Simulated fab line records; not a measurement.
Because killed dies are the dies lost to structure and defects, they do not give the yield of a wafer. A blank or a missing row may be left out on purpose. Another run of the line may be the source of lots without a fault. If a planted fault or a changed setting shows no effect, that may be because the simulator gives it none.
Which tool is to blame?	flow nand harc	6 lots, 18 wafers sampled, at 3 steps of a route of 1302

== WHAT EACH GAUGE READ, for each wafer ==
NHARC_END_SORT_01.
lot	measured	on	killed at periphery
L713	day 26 03:28	prober-01	2 2 0
L721	day 29 07:48	prober-01	6 12 7
L723	day 29 22:02	prober-02	0 5 7

== WHICH TOOL RAN EACH LOT (tool, then ch and the chambers of the sampled wafers, then the start) ==
lot	NHARC_P_ZERO_WELL_DESCUM_26	NHARC_P_ZERO_WELL_RTA_42
L713	rie diel-09 ch 0,2, day 4 00:38	rtp anneal-02 ch 0, day 4 05:00
L721	rie diel-03 ch 0,1, day 7 08:45	rtp anneal-01 ch 0, day 7 13:06
L723	rie diel-09 ch 2,3, day 8 04:40	rtp anneal-01 ch 0, day 8 09:08
L725	rie diel-03 ch 2,3, day 9 03:28	rtp anneal-01 ch 0, day 9 07:40
L728	rie diel-09 ch 0,1, day 10 06:44	rtp anneal-01 ch 0, day 10 15:07
L731	rie diel-03 ch 1,2,3, day 11 12:40	rtp anneal-01 ch 0, day 11 16:58
- NHARC_P_ZERO_WELL_DESCUM_26: chemistry O2, time 3 s.
- NHARC_P_ZERO_WELL_RTA_42: time 300 s.

== THE ANSWER, worked out from the rows above alone ==
Rule: the usual values come from the lots themselves. The widest of any qualifying gaps counts: lots, ordered by their means at a reading, are off when they make up no more than a third of the lots, leave a main group of 4 or more, and stand apart from it by 3 or more times the standard deviation of that group's means. Not used: any main group whose means are identical at the precision the tables above print for the reading. Also off: a lot with no number at a reading for which 4 or more lots have one. Any other lot the step has rows for is counted as sound.
Nothing can be told from this: no lot is off at any reading shown.

== WHAT THE SIMULATOR HAD PUT IN ==
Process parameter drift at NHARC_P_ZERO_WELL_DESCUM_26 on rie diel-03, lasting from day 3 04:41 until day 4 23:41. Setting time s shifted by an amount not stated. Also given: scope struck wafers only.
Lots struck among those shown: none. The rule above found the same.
